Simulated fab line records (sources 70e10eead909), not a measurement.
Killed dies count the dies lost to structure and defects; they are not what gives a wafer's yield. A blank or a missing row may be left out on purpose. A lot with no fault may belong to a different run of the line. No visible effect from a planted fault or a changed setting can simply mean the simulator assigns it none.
Which of the tools did it? :: flow nand-harc :: 13 lots, 39 wafers sampled, at 5 steps of a route of 1302

WHAT THE GAUGES SHOWED, per wafer
NHARC_THIN_TSV_INSPECT_40. Usual: raw-defect-count reads 559 (standard deviation 88).
lot: L780
measured: day 24 17:21
on: defect-inspect-02
raw-defect-count: 526 555 598
flag: 

lot: L779
measured: day 24 17:22
on: defect-inspect-01
raw-defect-count: 508 571 463
flag: 

lot: L778
measured: day 24 17:22
on: defect-inspect-02
raw-defect-count: 606 551 610
flag: 

lot: L781
measured: day 25 09:28
on: defect-inspect-02
raw-defect-count: 639 691 699
flag: 

lot: L783
measured: day 26 21:26
on: defect-inspect-02
raw-defect-count: 711 527 514
flag: 

lot: L786
measured: day 26 21:26
on: defect-inspect-01
raw-defect-count: 586 561 444
flag: 

lot: L784
measured: day 27 03:23
on: defect-inspect-01
raw-defect-count: 533 465 578
flag: 

lot: L785
measured: day 28 08:43
on: defect-inspect-02
raw-defect-count: 523 555 671
flag: 

lot: L789
measured: day 28 12:39
on: defect-inspect-01
raw-defect-count: 546 578 549
flag: 

lot: L788
measured: day 28 12:39
on: defect-inspect-02
raw-defect-count: 590 703 530
flag: 

lot: L790
measured: day 29 11:47
on: defect-inspect-02
raw-defect-count: 642 631 559
flag: 

lot: L792
measured: day 30 04:31
on: defect-inspect-01
raw-defect-count: 650 597 592
flag: 

lot: L798
measured: day 32 17:23
on: defect-inspect-01
raw-defect-count: 426 413
flag: 

NHARC_END_SORT_01. Usual: defect-limited-yield is 91.2 % with standard deviation 2.6, killed-at-array is 55 with standard deviation 17, killed-at-other is 1.1 with standard deviation 1.6, killed-at-periphery is 3.8 with standard deviation 2.5, killed-dies is 60 with standard deviation 18, killed-open is 3.3 with standard deviation 1.9, and killed-short is 2.5 with standard deviation 1.7.
lot: L798
measured: day 32 20:58
on: prober-02
defect-limited-yield (%): 95.4 93.8 0
killed-at-array: 26 39 672
killed-at-other: 1 2 0
killed-at-periphery: 4 1 5
killed-dies: 31 42 677
killed-open: 7 4 1
killed-short: 1 2 3
flag: OFF

WHICH TOOL RAN EACH LOT (tool, then ch and the chambers of the sampled wafers, then the start)
lot: L780
NHARC_A_BONDPAD_PRE_CLEAN_26: pvd-sputter-02, day 23 13:50 or earlier
NHARC_A_BONDPAD_PVD_27: pvd-sputter-02, day 23 13:50
NHARC_THIN_TSV_ETCH_44: rie-diel-03 ch 0,1,3, day 24 03:45

lot: L779
NHARC_A_BONDPAD_PRE_CLEAN_26: pvd-sputter-03, day 23 14:17 or earlier
NHARC_A_BONDPAD_PVD_27: pvd-sputter-03, day 23 14:17
NHARC_THIN_TSV_ETCH_44: rie-diel-03 ch 1,2, day 24 04:58

lot: L778
NHARC_A_BONDPAD_PRE_CLEAN_26: pvd-sputter-02, day 23 15:26 or earlier
NHARC_A_BONDPAD_PVD_27: pvd-sputter-02, day 23 15:26
NHARC_THIN_TSV_ETCH_44: rie-diel-03 ch 1,2,3, day 24 06:06

lot: L781
NHARC_A_BONDPAD_PRE_CLEAN_26: pvd-sputter-02, day 24 05:26 or earlier
NHARC_A_BONDPAD_PVD_27: pvd-sputter-02, day 24 05:26
NHARC_THIN_TSV_ETCH_44: rie-diel-03 ch 0,1,2, day 24 20:37

lot: L783
NHARC_A_BONDPAD_PRE_CLEAN_26: pvd-sputter-01, day 25 16:41 or earlier
NHARC_A_BONDPAD_PVD_27: pvd-sputter-01, day 25 16:41
NHARC_THIN_TSV_ETCH_44: rie-diel-03 ch 0,1,2, day 26 09:45

lot: L786
NHARC_A_BONDPAD_PRE_CLEAN_26: pvd-sputter-03, day 25 22:46 or earlier
NHARC_A_BONDPAD_PVD_27: pvd-sputter-03, day 25 22:46
NHARC_THIN_TSV_ETCH_44: rie-diel-01 ch 0,1, day 26 11:01

lot: L784
NHARC_A_BONDPAD_PRE_CLEAN_26: pvd-sputter-02, day 26 01:40 or earlier
NHARC_A_BONDPAD_PVD_27: pvd-sputter-02, day 26 01:40
NHARC_THIN_TSV_ETCH_44: rie-diel-04 ch 0,1, day 26 15:38

lot: L785
NHARC_A_BONDPAD_PRE_CLEAN_26: pvd-sputter-03, day 27 05:43 or earlier
NHARC_A_BONDPAD_PVD_27: pvd-sputter-03, day 27 05:43
NHARC_THIN_TSV_ETCH_44: rie-diel-04 ch 0,1,3, day 27 21:39

lot: L789
NHARC_A_BONDPAD_PRE_CLEAN_26: pvd-sputter-03, day 27 10:10 or earlier
NHARC_A_BONDPAD_PVD_27: pvd-sputter-03, day 27 10:10
NHARC_THIN_TSV_ETCH_44: rie-diel-03 ch 0,2, day 28 02:04

lot: L788
NHARC_A_BONDPAD_PRE_CLEAN_26: pvd-sputter-03, day 27 14:08 or earlier
NHARC_A_BONDPAD_PVD_27: pvd-sputter-03, day 27 14:08
NHARC_THIN_TSV_ETCH_44: rie-diel-01 ch 2,3, day 28 00:58

lot: L790
NHARC_A_BONDPAD_PRE_CLEAN_26: pvd-sputter-03, day 28 07:07 or earlier
NHARC_A_BONDPAD_PVD_27: pvd-sputter-03, day 28 07:07
NHARC_THIN_TSV_ETCH_44: rie-diel-03 ch 1,2,3, day 28 22:08

lot: L792
NHARC_A_BONDPAD_PRE_CLEAN_26: pvd-sputter-03, day 29 02:06 or earlier
NHARC_A_BONDPAD_PVD_27: pvd-sputter-03, day 29 02:06
NHARC_THIN_TSV_ETCH_44: rie-diel-01 ch 1,2, day 29 16:14

lot: L798
NHARC_A_BONDPAD_PRE_CLEAN_26: pvd-sputter-01, day 31 10:37 or earlier
NHARC_A_BONDPAD_PVD_27: pvd-sputter-01, day 31 10:37
NHARC_THIN_TSV_ETCH_44: rie-diel-03 ch 1,3, day 32 04:20
- NHARC_A_BONDPAD_PRE_CLEAN_26: time 30 s.
- NHARC_A_BONDPAD_PVD_27: deposits Cu, target thk 30 nm, time 20.49 s.
- NHARC_THIN_TSV_ETCH_44: etches the open film in CF4/O2, target depth 1594.2 nm, time 797.1 s.

WHAT THE TOOLS THEMSELVES READ (means of the sampled wafers that have a number; where no wafer has one, the mark that the record gives instead)
NHARC_A_BONDPAD_PRE_CLEAN_26. Usual: heater-power-w reads 413 W (standard deviation 46).
lot: L780
tool: pvd-sputter-02
heater-power-w (W): 422
flag: 

lot: L779
tool: pvd-sputter-03
heater-power-w (W): 442
flag: 

lot: L778
tool: pvd-sputter-02
heater-power-w (W): 367
flag: 

lot: L781
tool: pvd-sputter-02
heater-power-w (W): 382
flag: 

lot: L783
tool: pvd-sputter-01
heater-power-w (W): 435
flag: 

lot: L786
tool: pvd-sputter-03
heater-power-w (W): 465
flag: 

lot: L784
tool: pvd-sputter-02
heater-power-w (W): 408
flag: 

lot: L785
tool: pvd-sputter-03
heater-power-w (W): 398
flag: 

lot: L789
tool: pvd-sputter-03
heater-power-w (W): 398
flag: 

lot: L788
tool: pvd-sputter-03
heater-power-w (W): 433
flag: 

lot: L790
tool: pvd-sputter-03
heater-power-w (W): 396
flag: 

lot: L792
tool: pvd-sputter-03
heater-power-w (W): 415
flag: 

lot: L798
tool: pvd-sputter-01
heater-power-w (W): 396
flag: 

NHARC_A_BONDPAD_PVD_27. Usual: substrate-temp-c 30.00 C, standard deviation 0.1; throttle-valve-pct 29.5 %, standard deviation 0.81.
lot: L780
tool: pvd-sputter-02
substrate-temp-c (C): 30.09
throttle-valve-pct (%): 30.2
flag: 

lot: L779
tool: pvd-sputter-03
substrate-temp-c (C): 29.95
throttle-valve-pct (%): 29.2
flag: 

lot: L778
tool: pvd-sputter-02
substrate-temp-c (C): 30.01
throttle-valve-pct (%): 29.5
flag: 

lot: L781
tool: pvd-sputter-02
substrate-temp-c (C): 29.99
throttle-valve-pct (%): 29.4
flag: 

lot: L783
tool: pvd-sputter-01
substrate-temp-c (C): 30.00
throttle-valve-pct (%): 29.6
flag: 

lot: L786
tool: pvd-sputter-03
substrate-temp-c (C): 29.95
throttle-valve-pct (%): 29.5
flag: 

lot: L784
tool: pvd-sputter-02
substrate-temp-c (C): 29.99
throttle-valve-pct (%): 29.8
flag: 

lot: L785
tool: pvd-sputter-03
substrate-temp-c (C): 30.07
throttle-valve-pct (%): 29.5
flag: 

lot: L789
tool: pvd-sputter-03
substrate-temp-c (C): 29.98
throttle-valve-pct (%): 29.2
flag: 

lot: L788
tool: pvd-sputter-03
substrate-temp-c (C): 30.04
throttle-valve-pct (%): 28.8
flag: 

lot: L790
tool: pvd-sputter-03
substrate-temp-c (C): 30.07
throttle-valve-pct (%): 29.1
flag: 

lot: L792
tool: pvd-sputter-03
substrate-temp-c (C): 30.01
throttle-valve-pct (%): 29.5
flag: 

lot: L798
tool: pvd-sputter-01
substrate-temp-c (C): 29.96
throttle-valve-pct (%): 29.8
flag: 

NHARC_THIN_TSV_ETCH_44. Usual: drypump-motor-current-A 5.7 A, standard deviation 0.51; oes-product-au 1.000 a.u., standard deviation 0.0093; rf-vpp-V 796 V, standard deviation 5.5; showerhead-plenum-p-Torr 1.87 Torr, standard deviation 0.087; throttle-valve-pct 16.915 %, standard deviation 0.0079.
lot: L780
tool: rie-diel-03
drypump-motor-current-A (A): 5.7
oes-product-au (a.u.): 0.993
rf-vpp-V (V): 797
showerhead-plenum-p-Torr (Torr): 1.88
throttle-valve-pct (%): 16.909
flag: 

lot: L779
tool: rie-diel-03
drypump-motor-current-A (A): 6.1
oes-product-au (a.u.): 0.996
rf-vpp-V (V): 796
showerhead-plenum-p-Torr (Torr): 1.87
throttle-valve-pct (%): 16.914
flag: 

lot: L778
tool: rie-diel-03
drypump-motor-current-A (A): 5.6
oes-product-au (a.u.): 0.994
rf-vpp-V (V): 795
showerhead-plenum-p-Torr (Torr): 1.85
throttle-valve-pct (%): 16.919
flag: 

lot: L781
tool: rie-diel-03
drypump-motor-current-A (A): 6.0
oes-product-au (a.u.): 0.995
rf-vpp-V (V): 794
showerhead-plenum-p-Torr (Torr): 1.83
throttle-valve-pct (%): 16.921
flag: 

lot: L783
tool: rie-diel-03
drypump-motor-current-A (A): 6.0
oes-product-au (a.u.): 0.995
rf-vpp-V (V): 794
showerhead-plenum-p-Torr (Torr): 1.83
throttle-valve-pct (%): 16.912
flag: 

lot: L786
tool: rie-diel-01
drypump-motor-current-A (A): 5.2
oes-product-au (a.u.): 1.015
rf-vpp-V (V): 800
showerhead-plenum-p-Torr (Torr): 1.94
throttle-valve-pct (%): 16.914
flag: 

lot: L784
tool: rie-diel-04
drypump-motor-current-A (A): 5.4
oes-product-au (a.u.): 1.001
rf-vpp-V (V): 799
showerhead-plenum-p-Torr (Torr): 1.90
throttle-valve-pct (%): 16.914
flag: 

lot: L785
tool: rie-diel-04
drypump-motor-current-A (A): 5.8
oes-product-au (a.u.): 0.990
rf-vpp-V (V): 800
showerhead-plenum-p-Torr (Torr): 1.93
throttle-valve-pct (%): 16.919
flag: 

lot: L789
tool: rie-diel-03
drypump-motor-current-A (A): 5.9
oes-product-au (a.u.): 1.001
rf-vpp-V (V): 792
showerhead-plenum-p-Torr (Torr): 1.79
throttle-valve-pct (%): 16.907
flag: 

lot: L788
tool: rie-diel-01
drypump-motor-current-A (A): 6.2
oes-product-au (a.u.): 1.000
rf-vpp-V (V): 797
showerhead-plenum-p-Torr (Torr): 1.87
throttle-valve-pct (%): 16.914
flag: 

lot: L790
tool: rie-diel-03
drypump-motor-current-A (A): 5.6
oes-product-au (a.u.): 1.005
rf-vpp-V (V): 796
showerhead-plenum-p-Torr (Torr): 1.85
throttle-valve-pct (%): 16.912
flag: 

lot: L792
tool: rie-diel-01
drypump-motor-current-A (A): 6.0
oes-product-au (a.u.): 1.010
rf-vpp-V (V): 801
showerhead-plenum-p-Torr (Torr): 1.94
throttle-valve-pct (%): 16.914
flag: 

lot: L798
tool: rie-diel-03
drypump-motor-current-A (A): 5.7
oes-product-au (a.u.): 1.000
rf-vpp-V (V): 800
showerhead-plenum-p-Torr (Torr): 1.92
throttle-valve-pct (%): 16.910
flag: 

THE ANSWER, worked out from the rows above alone
Rule: a lot counts as off when the mean over its wafers that have a number is more than 3 standard deviations away from the usual mean. Also off: a lot with no number at a reading for which 4 or more lots have one. Any other lot the step has rows for is counted as sound. The gauges are gone through in route order, then the tools' own readings, and for those a lot's mean is taken as printed above. The first step at which some lot is off is used, and at that step the reading that is off furthest; a lot without a number counts as furthest.
Off: L798 (NHARC_END_SORT_01, killed-at-array). Neither off nor sound, because the step has no rows for them: L780, L779, L778, L781, L783, L786, L784, L785, L789, L788, L790, L792.
A tool fits if, at a process step before that reading, it ran every lot that is off, and no sound lot after the first of them. The gauges at NHARC_END_SORT_01 are tried like those tools. NHARC_A_BONDPAD_PRE_CLEAN_26: start missing for some lots; hours and lot order therefore follow NHARC_A_BONDPAD_PVD_27. Can't be told from this: 3 tools fit, pvd-sputter-01 at NHARC_A_BONDPAD_PRE_CLEAN_26 and NHARC_A_BONDPAD_PVD_27, rie-diel-03 at NHARC_THIN_TSV_ETCH_44, prober-02 at NHARC_END_SORT_01.

WHAT THE SIMULATOR HAD INSERTED
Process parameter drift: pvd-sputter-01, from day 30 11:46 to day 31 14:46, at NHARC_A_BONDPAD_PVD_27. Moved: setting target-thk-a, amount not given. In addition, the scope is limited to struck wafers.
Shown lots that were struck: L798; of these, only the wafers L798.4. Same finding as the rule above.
